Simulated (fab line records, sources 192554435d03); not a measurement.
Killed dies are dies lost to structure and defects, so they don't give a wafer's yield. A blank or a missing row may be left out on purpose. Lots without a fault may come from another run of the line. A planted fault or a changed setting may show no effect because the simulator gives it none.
fab line records | flow n5_finfet | part 1 of 2: steps 1 to 4 of 6
record lots=23 wafers=69 last_day=18
route steps=1938 shown BEOL_M1@751
lots that met no fault: from a run of the same line without faults
start_h: hours from the record's first day to the start of the lot's first wafer shown | wait_h: hours since the lot's step before | " the same as in the row above | L1.1+2: a row that stands for several wafers | - no value, or no start given | * or withheld: withheld | < > ~ a bound
route shown NAME@n: a module of which the file shows steps, and the number in the route of the first | usual: mean/standard deviation of fault-free wafers | same: alike in all rows | chamber/n: place in a boat | sites: the reading at each site | _std_site: their standard deviation | _edge_site: outer sites' mean less inner sites' | radius_mm: how far each site lies from the wafer's centre | mask NAME#n: copy n | behind: the tool/chamber that last shaped the wafer | hold: why the lot was held/for how many hours/how that ended | device: the transistor (n, p or np) that didn't switch | end of line: the same wafers' tests at the end of the route | a step without rows: its recipe alone | killed: dies lost to structure and defects at the first sort, not the wafer's yield | map: a wafer's dies, x killed, . not, _ none there
set.NAME: the setting as run; set.NAME@STEP: as run at that earlier step | model.NAME: the simulator's own value behind a step, which no gauge read
steps of the route over a sample of lots; a table a step, a row a wafer
services: from which hour (start_h, from the record's first day; less than 0 if before it) a tool's chamber was out of use, for how many hours, and why
## steps
# step N5_BEOL_M1_ILD_DEP_00
# recipe material=SiOC target_thk_a=790 temp_c=350 precursor=DEMS/O2 pressure_torr=5 rf_w=500 time_s=15.3
# usual heater_power_w=462/73 showerhead_plenum_p_Torr=5.691/0.014 throttle_valve_pct=12.1/0.6
# columns lot.wafer tool chamber start_h wait_h heater_power_w showerhead_plenum_p_Torr throttle_valve_pct
L074.2 pecvd-01 1 118.13 0.0 360 5.697 11.8
L074.3 " 2 " " 445 5.678 11.9
L074.4 " 2 " " 451 5.692 11.8
L075.1 pecvd-02 1 122.55 0.0 524 5.677 12.8
L075.3 " 0 " " 429 5.693 11.6
L075.5 " 1 " " 521 5.656 13.0
L076.1 pecvd-01 1 136.23 0.0 324 5.693 12.0
L076.2 " 0 " " 455 5.685 12.9
L076.5 " 1 " " 329 5.677 12.0
L077.1 pecvd-03 1 139.42 0.0 542 5.710 12.6
L077.2 " 2 " " 557 5.687 11.2
L077.3 " 0 " " 557 5.684 12.2
L078.3 pecvd-01 2 145.70 0.0 458 5.690 11.9
L078.5 " 2 " " 368 5.669 11.8
L078.6 " 1 " " 324 5.683 11.9
L080.2 pecvd-02 0 162.28 0.0 492 5.690 11.5
L080.4 " 0 " " 503 5.705 11.8
L080.5 " 2 " " 400 5.683 11.5
L079.1 pecvd-02 0 162.44 0.0 497 5.705 11.6
L079.4 " 2 " " 396 5.681 11.7
L079.6 " 0 " " 481 5.702 11.8
L081.1 pecvd-01 0 166.22 0.0 426 5.702 13.1
L081.2 " 2 " " 436 5.667 11.7
L081.3 " 1 " " 320 5.685 11.9
L083.2 pecvd-03 1 171.87 0.0 466 5.720 12.4
L083.5 " 0 " " 521 5.697 12.4
L083.6 " 1 " " 472 5.716 12.5
L082.1 pecvd-03 0 172.50 0.0 462 5.698 12.2
L082.3 " 2 " " 569 5.703 11.2
L082.6 " 2 " " 551 5.693 11.1
L084.3 pecvd-03 2 183.14 0.1 551 5.696 11.0
L084.5 " 2 " " 561 5.718 10.9
L084.6 " 0 " " 527 5.668 12.5
L085.1 pecvd-01 1 187.88 0.0 334 5.684 11.9
L085.2 " 2 " " 366 5.680 11.9
L085.5 " 1 " " 346 5.686 12.0
L086.1 pecvd-01 0 195.57 0.0 471 5.687 13.1
L086.3 " 2 " " 451 5.674 11.7
L086.4 " 0 " " 459 5.704 13.1
L087.2 pecvd-01 1 199.81 0.0 336 5.688 11.7
L087.3 " 2 " " 453 5.695 11.8
L087.4 " 0 " " 383 5.692 13.0
L088.2 pecvd-01 0 204.34 0.0 412 5.690 12.9
L088.5 " 2 " " 396 5.691 11.8
L088.6 " 0 " " 421 5.709 13.0
L089.2 pecvd-03 0 210.75 0.0 481 5.687 12.2
L089.3 " 2 " " 539 5.698 11.3
L089.6 " 2 " " 534 5.684 11.2
L090.1 pecvd-01 1 217.07 0.0 348 5.680 11.9
L090.2 " 0 " " 417 5.686 12.6
L090.3 " 2 " " 435 5.684 12.1
L091.2 pecvd-02 0 223.75 0.0 501 5.713 11.5
L091.4 " 2 " " 375 5.661 11.8
L091.5 " 1 " " 521 5.668 13.0
L092.1 pecvd-03 0 234.12 0.0 478 5.668 12.3
L092.4 " 2 " " 468 5.699 11.2
L092.6 " 1 " " 507 5.720 12.3
L093.1 pecvd-03 0 246.24 0.0 514 5.678 12.7
L093.3 " 1 " " 530 5.705 12.3
L093.5 " 2 " " 575 5.704 11.3
L094.1 pecvd-03 2 247.70 0.0 526 5.689 11.2
L094.2 " 1 " " 545 5.711 12.2
L094.5 " 2 " " 536 5.685 10.7
L096.2 pecvd-01 0 257.01 0.0 387 5.683 12.8
L096.4 " 0 " " 386 5.697 13.1
L096.6 " 1 " " 369 5.685 12.2
L097.2 pecvd-03 1 261.43 0.0 525 5.706 12.5
L097.3 " 2 " " 567 5.701 11.2
L097.6 " 2 " " 564 5.688 11.1
# step N5_BEOL_M1_HM_DEP_02
# recipe material=TiN target_thk_a=200 temp_c=25 chamber_pressure_pa=0.49996
# usual substrate_temp_c=25.00/0.1 throttle_valve_pct=30.2/0.64
# columns lot.wafer tool chamber start_h wait_h substrate_temp_c throttle_valve_pct
L074.2 pvd_sputter-02 - 119.16 0.9 24.91 29.9
L074.3 " - " " 24.84 31.5
L074.4 " - " " 25.09 30.1
L075.1 pvd_sputter-01 - 126.67 4.0 24.88 29.8
L075.3 " - " " 24.81 29.4
L075.5 " - " " 25.02 30.3
L076.1 pvd_sputter-01 - 136.88 0.5 24.82 29.6
L076.2 " - " " 25.03 30.0
L076.5 " - " " 25.04 30.5
L077.1 pvd_sputter-03 - 140.46 0.9 25.20 30.4
L077.2 " - " " 25.16 29.5
L077.3 " - " " 25.14 31.5
L078.3 pvd_sputter-03 - 147.96 2.1 24.96 31.4
L078.5 " - " " 25.00 29.6
L078.6 " - " " 25.00 31.6
L080.2 pvd_sputter-02 - 162.96 0.6 24.89 30.3
L080.4 " - " " 25.08 30.5
L080.5 " - " " 24.74 29.9
L079.1 pvd_sputter-02 - 163.06 0.5 25.20 29.7
L079.4 " - " " 25.01 31.3
L079.6 " - " " 25.02 31.4
L081.1 pvd_sputter-03 - 168.36 2.0 24.86 31.4
L081.2 " - " " 25.07 29.5
L081.3 " - " " 25.06 30.1
L083.2 pvd_sputter-01 - 174.75 2.8 24.81 30.3
L083.5 " - " " 24.88 30.2
L083.6 " - " " 24.85 29.6
L082.1 pvd_sputter-01 - 174.99 2.4 24.97 30.1
L082.3 " - " " 24.92 29.8
L082.6 " - " " 24.97 30.0
L084.3 pvd_sputter-01 - 186.12 2.8 24.79 30.2
L084.5 " - " " 25.15 29.8
L084.6 " - " " 24.85 30.1
L085.1 pvd_sputter-01 - 190.34 2.3 24.99 29.9
L085.2 " - " " 25.02 29.6
L085.5 " - " " 25.07 29.7
L086.1 pvd_sputter-02 - 195.81 0.1 25.07 31.3
L086.3 " - " " 25.00 30.0
L086.4 " - " " 24.79 30.3
L087.2 pvd_sputter-01 - 200.16 0.2 25.05 30.0
L087.3 " - " " 24.92 30.3
L087.4 " - " " 25.03 29.7
L088.2 pvd_sputter-03 - 206.31 1.8 25.14 30.1
L088.5 " - " " 25.04 31.6
L088.6 " - " " 25.10 30.0
L089.2 pvd_sputter-01 - 211.53 0.7 25.01 30.2
L089.3 " - " " 25.14 29.8
L089.6 " - " " 24.83 30.2
L090.1 pvd_sputter-03 - 217.62 0.4 25.13 30.2
L090.2 " - " " 25.07 31.7
L090.3 " - " " 25.09 29.8
L091.2 pvd_sputter-01 - 224.86 1.0 25.00 30.2
L091.4 " - " " 25.05 29.8
L091.5 " - " " 25.23 30.3
L092.1 pvd_sputter-01 - 236.03 1.8 25.05 29.5
L092.4 " - " " 25.08 29.6
L092.6 " - " " 24.99 30.0
L093.1 pvd_sputter-03 - 251.08 4.7 25.15 29.4
L093.3 " - " " 24.92 30.4
L093.5 " - " " 25.17 31.5
L094.1 pvd_sputter-03 - 251.54 3.7 24.92 31.6
L094.2 " - " " 25.09 30.2
L094.5 " - " " 24.99 30.2
L096.2 pvd_sputter-02 - 258.18 1.0 24.92 30.5
L096.4 " - " " 25.02 31.3
L096.6 " - " " 24.99 31.4
L097.2 pvd_sputter-02 - 263.88 2.3 24.96 31.4
L097.3 " - " " 24.92 30.0
L097.6 " - " " 25.17 29.9
# step N5_BEOL_M1_STRIP_66
# recipe chemistry=CF4 resist=SiARC power_w=300 bias_power_w=75 pressure_mtorr=50 cf4_flow_sccm=150 rf_frequency_hz=6e+07
# usual drypump_motor_current_A=5.7/0.49 oes_product_au=0.74/0.052 rf_vpp_V=271.0/1.7 showerhead_plenum_p_Torr=1.78/0.058 throttle_valve_pct=13.66/0.14
# columns lot.wafer tool chamber start_h wait_h drypump_motor_current_A oes_product_au rf_hours_counter_h rf_vpp_V showerhead_plenum_p_Torr throttle_valve_pct
L074.2 rie_diel-05 1 119.96 0.0 5.7 0.73 157 268.1 1.72 13.89
L074.3 " 3 " " 5.6 0.71 200 274.0 1.83 13.59
L074.4 " 2 " " 5.6 0.72 194 271.3 1.84 13.60
L075.1 rie_diel-02 3 127.54 0.0 5.9 0.71 183 270.0 1.71 13.67
L075.3 " 2 " " 4.9 0.74 172 270.3 1.78 13.50
L075.5 " 2 " " 5.0 0.74 - 271.9 1.78 13.47
L076.1 rie_diel-02 1 138.83 0.0 6.1 0.72 180 272.8 1.86 13.65
L076.2 " 0 " " 5.7 0.73 149 272.4 1.81 13.56
L076.5 " 2 " " 4.9 0.73 - 271.0 1.78 13.51
L077.1 rie_diel-05 0 141.18 0.0 5.8 0.85 61 274.2 1.88 13.51
L077.2 " 2 " " 5.7 0.73 200 272.5 1.84 13.62
L077.3 " 1 " " 5.7 0.73 162 268.0 1.72 13.89
L078.3 rie_diel-02 0 148.69 0.0 5.7 0.73 152 271.2 1.81 13.56
L078.5 " 2 " " 4.9 0.73 - 269.9 1.78 13.51
L078.6 " 1 " " 6.2 0.72 - 272.6 1.86 13.67
L080.2 rie_diel-01 2 163.68 0.0 6.0 0.73 180 272.4 1.86 13.82
L080.4 " 3 " " 5.0 0.71 190 270.0 1.72 13.63
L080.5 " 3 " " 5.0 0.71 - 269.0 1.72 13.63
L079.1 rie_diel-02 3 163.89 0.0 5.9 0.71 194 267.6 1.71 13.71
L079.4 " 0 " " 5.7 0.72 - 271.6 1.81 13.57
L079.6 " 3 " " 5.9 0.71 - 270.0 1.71 13.70
L081.1 rie_diel-02 0 169.07 0.0 5.7 0.72 160 270.9 1.81 13.58
L081.2 " 2 " " 4.9 0.73 184 269.4 1.78 13.52
L081.3 " 3 " " 5.9 0.70 196 270.1 1.71 13.71
L083.2 rie_diel-05 2 175.47 0.0 5.6 0.71 211 273.3 1.84 13.63
L083.5 " 2 " " 5.6 0.71 - 272.0 1.84 13.63
L083.6 " 3 " " 5.6 0.70 - 272.6 1.83 13.62
L082.1 rie_diel-01 3 175.71 0.0 5.0 0.71 194 269.4 1.72 13.64
L082.3 " 2 " " 5.9 0.73 184 273.3 1.86 13.81
L082.6 " 3 " " 5.0 0.71 - 269.1 1.72 13.64
L084.3 rie_diel-01 1 186.98 0.0 6.5 0.88 43 273.3 1.83 13.42
L084.5 " 0 " " 6.1 0.77 - 269.8 1.73 13.80
L084.6 " 1 " " 6.5 0.87 - 273.7 1.83 13.40
L085.1 rie_diel-02 2 191.22 0.0 5.0 0.72 190 272.7 1.78 13.53
L085.2 " 0 " " 5.7 0.72 167 269.9 1.80 13.62
L085.5 " 1 " " 6.2 0.71 - 272.3 1.86 13.68
L086.1 rie_diel-02 1 196.72 0.0 6.2 0.71 195 271.6 1.86 13.68
L086.3 " 2 " " 4.9 0.71 192 271.1 1.78 13.54
L086.4 " 0 " " 5.7 0.73 169 271.5 1.80 13.62
L087.2 rie_diel-01 3 200.88 0.0 5.0 0.71 201 269.5 1.72 13.65
L087.3 " 0 " " 6.1 0.77 155 269.0 1.73 13.82
L087.4 " 2 " " 6.0 0.72 191 271.9 1.85 13.83
L088.2 rie_diel-01 2 207.17 0.0 6.0 0.72 194 273.6 1.85 13.83
L088.5 " 2 " " 6.0 0.72 - 271.8 1.85 13.83
L088.6 " 1 " " 6.5 0.86 - 270.7 1.83 13.43
L089.2 rie_diel-01 2 212.25 0.0 6.0 0.72 196 271.8 1.85 13.85
L089.3 " 1 " " 6.5 0.86 51 271.5 1.82 13.43
L089.6 " 3 " " 5.0 0.70 - 269.4 1.72 13.65
L090.1 rie_diel-01 2 218.47 0.0 6.0 0.72 198 270.7 1.85 13.83
L090.2 " 3 " " 5.0 0.70 207 270.7 1.72 13.65
L090.3 " 0 " " 6.0 0.76 161 269.8 1.73 13.82
L091.2 rie_diel-01 1 225.58 0.0 6.5 0.86 56 271.2 1.82 13.43
L091.4 " 0 " " 6.1 0.76 163 269.2 1.73 13.85
L091.5 " 0 " " 6.0 0.76 - 269.7 1.73 13.83
L092.1 rie_diel-01 2 236.74 0.0 6.0 0.71 203 273.1 1.85 13.84
L092.4 " 1 " " 6.5 0.86 59 271.3 1.82 13.46
L092.6 " 0 " " 6.0 0.75 - 269.4 1.73 13.83
L093.1 rie_diel-01 3 251.96 0.0 5.0 0.69 216 268.2 1.71 13.69
L093.3 " 2 " " 6.0 0.71 206 272.5 1.85 13.86
L093.5 " 0 " " 6.0 0.75 - 269.2 1.73 13.85
L094.1 rie_diel-01 2 252.39 0.0 5.9 0.70 207 272.2 1.85 13.87
L094.2 " 3 " " 4.9 0.70 216 267.1 1.71 13.67
L094.5 " 1 " " 6.5 0.85 - 271.8 1.82 13.46
L096.2 rie_diel-02 2 258.90 0.0 4.9 0.71 209 271.0 1.77 13.57
L096.4 " 0 " " 5.7 0.70 187 270.6 1.80 13.65
L096.6 " 3 " " 5.9 0.69 - 269.9 1.70 13.74
L097.2 rie_diel-01 0 264.61 0.0 6.0 0.75 173 269.5 1.72 13.86
L097.3 " 1 " " 6.5 0.84 66 272.9 1.82 13.45
L097.6 " 3 " " 5.0 0.69 - 269.0 1.71 13.68
# step N5_BEOL_M1_ETCHBACK_99
# recipe chemistry=CHF3 target=SiO2 target_depth_a=50 time_s=10.4 source_w=215 bias_w=47 Ar_flow_sccm=200 CHF3_flow_sccm=12 ion_energy_ev=100 pressure_mtorr=30
# usual drypump_motor_current_A=5.8/0.47 oes_ar_750_au=0.75/0.052 oes_product_au=0.75/0.06 rf_vpp_V=242/4.4 showerhead_plenum_p_Torr=2.15/0.077 throttle_valve_pct=17.12/0.16
# columns lot.wafer tool chamber start_h wait_h drypump_motor_current_A oes_ar_750_au oes_product_au rf_hours_counter_h rf_vpp_V showerhead_plenum_p_Torr throttle_valve_pct
L074.2 rie_diel-05 0 126.35 5.3 5.9 0.85 0.85 58 252 2.28 17.07
L074.3 " 2 " " 5.6 0.73 0.73 196 232 2.24 17.15
L074.4 " 1 " " 5.7 0.73 0.73 158 244 2.07 17.49
L075.1 rie_diel-02 2 133.42 5.0 5.0 0.75 0.74 173 243 2.14 16.94
L075.3 " 3 " " 5.9 0.72 0.71 183 239 2.05 17.11
L075.5 " 2 " " 4.9 0.75 0.73 - 241 2.14 16.93
L076.1 rie_diel-05 1 139.86 0.1 5.7 0.73 0.72 162 245 2.07 17.49
L076.2 " 0 " " 5.9 0.86 0.86 61 253 2.28 17.07
L076.5 " 3 " " 5.6 0.72 0.72 - 245 2.23 17.16
L077.1 rie_diel-02 1 147.57 5.1 6.1 0.74 0.73 183 240 2.23 17.11
L077.2 " 0 " " 5.8 0.75 0.74 152 241 2.15 16.94
L077.3 " 2 " " 5.0 0.74 0.73 177 242 2.13 16.93
L078.3 rie_diel-05 1 153.27 3.5 5.7 0.72 0.73 166 244 2.07 17.50
L078.5 " 3 " " 5.6 0.71 0.72 - 243 2.23 17.17
L078.6 " 2 " " 5.7 0.73 0.72 - 235 2.24 17.17
L080.2 rie_diel-01 1 165.03 0.1 6.5 0.88 0.89 36 240 2.18 16.82
L080.4 " 0 " " 6.0 0.78 0.77 145 238 2.06 17.23
L080.5 " 1 " " 6.5 0.87 0.90 - 238 2.17 16.81
L079.1 rie_diel-05 0 165.08 0.1 5.8 0.84 0.85 69 252 2.27 17.10
L079.4 " 3 " " 5.6 0.71 0.72 213 243 2.23 17.18
L079.6 " 1 " " 5.7 0.71 0.72 - 246 2.07 17.50
L081.1 rie_diel-01 3 170.44 0.5 5.0 0.71 0.72 192 242 2.06 17.12
L081.2 " 0 " " 6.0 0.78 0.79 147 239 2.06 17.24
L081.3 " 1 " " 6.5 0.87 0.90 38 239 2.17 16.82
L083.2 rie_diel-02 2 176.57 0.1 5.0 0.74 0.72 187 241 2.13 16.94
L083.5 " 3 " " 5.9 0.70 0.69 - 239 2.05 17.13
L083.6 " 0 " " 5.7 0.74 0.74 - 240 2.15 16.95
L082.1 rie_diel-01 2 176.69 0.1 6.0 0.73 0.72 185 251 2.24 17.30
L082.3 " 0 " " 6.0 0.78 0.77 149 239 2.06 17.23
L082.6 " 1 " " 6.5 0.86 0.88 - 239 2.17 16.82
L084.3 rie_diel-01 3 190.22 2.4 4.9 0.71 0.71 198 241 2.06 17.12
L084.5 " 3 " " 5.0 0.71 0.71 - 241 2.06 17.13
L084.6 " 2 " " 6.0 0.72 0.72 - 250 2.24 17.32
L085.1 rie_diel-01 1 194.02 1.9 6.5 0.86 0.88 45 240 2.17 16.82
L085.2 " 3 " " 5.0 0.71 0.72 199 241 2.06 17.12
L085.5 " 0 " " 6.1 0.78 0.77 - 239 2.06 17.23
L086.1 rie_diel-02 3 199.47 1.5 5.9 0.70 0.69 206 239 2.04 17.15
L086.3 " 1 " " 6.2 0.73 0.72 196 241 2.23 17.14
L086.4 " 2 " " 4.9 0.74 0.73 192 242 2.13 16.95
L087.2 rie_diel-01 1 202.69 1.0 6.5 0.86 0.88 48 238 2.17 16.82
L087.3 " 3 " " 5.0 0.71 0.71 202 239 2.06 17.14
L087.4 " 0 " " 6.0 0.77 0.77 156 240 2.06 17.25
L088.2 rie_diel-01 0 210.61 2.5 6.1 0.77 0.77 159 240 2.06 17.25
L088.5 " 2 " " 6.0 0.72 0.71 - 248 2.23 17.34
L088.6 " 1 " " 6.5 0.85 0.88 - 241 2.17 16.83
L089.2 rie_diel-02 0 217.01 3.8 5.7 0.73 0.71 175 236 2.14 16.97
L089.3 " 1 " " 6.2 0.73 0.71 200 241 2.23 17.13
L089.6 " 3 " " 5.9 0.70 0.68 - 242 2.04 17.15
L090.1 rie_diel-01 0 221.47 2.2 6.0 0.77 0.77 162 240 2.06 17.26
L090.2 " 1 " " 6.5 0.86 0.87 54 240 2.17 16.84
L090.3 " 2 " " 6.0 0.72 0.71 198 250 2.23 17.32
L091.2 rie_diel-02 0 227.88 1.2 5.8 0.73 0.73 178 241 2.14 17.00
L091.4 " 3 " " 5.9 0.69 0.69 214 240 2.04 17.15
L091.5 " 0 " " 5.7 0.73 0.73 - 239 2.14 17.00
L092.1 rie_diel-02 3 237.68 0.1 5.9 0.69 0.68 217 241 2.04 17.15
L092.4 " 0 " " 5.7 0.73 0.72 181 240 2.14 17.01
L092.6 " 2 " " 5.0 0.73 0.72 - 241 2.12 16.98
L093.1 rie_diel-01 1 255.49 2.2 6.5 0.84 0.86 64 239 2.17 16.86
L093.3 " 0 " " 6.0 0.76 0.75 171 239 2.05 17.27
L093.5 " 0 " " 6.0 0.76 0.75 - 240 2.05 17.27
L094.1 rie_diel-02 1 256.54 3.2 6.2 0.72 0.70 211 241 2.22 17.15
L094.2 " 3 " " 5.9 0.69 0.69 222 241 2.04 17.17
L094.5 " 1 " " 6.2 0.72 0.71 - 240 2.22 17.14
L096.2 rie_diel-05 1 260.05 0.2 5.7 0.70 0.70 197 244 2.06 17.57
L096.4 " 2 " " 5.6 0.71 0.70 235 232 2.22 17.21
L096.6 " 3 " " 5.6 0.69 0.69 - 244 2.22 17.22
L097.2 rie_diel-02 1 268.08 2.5 6.2 0.72 0.70 214 240 2.22 17.16
L097.3 " 3 " " 5.9 0.68 0.67 225 240 2.04 17.17
L097.6 " 1 " " 6.2 0.72 0.71 - 241 2.22 17.16
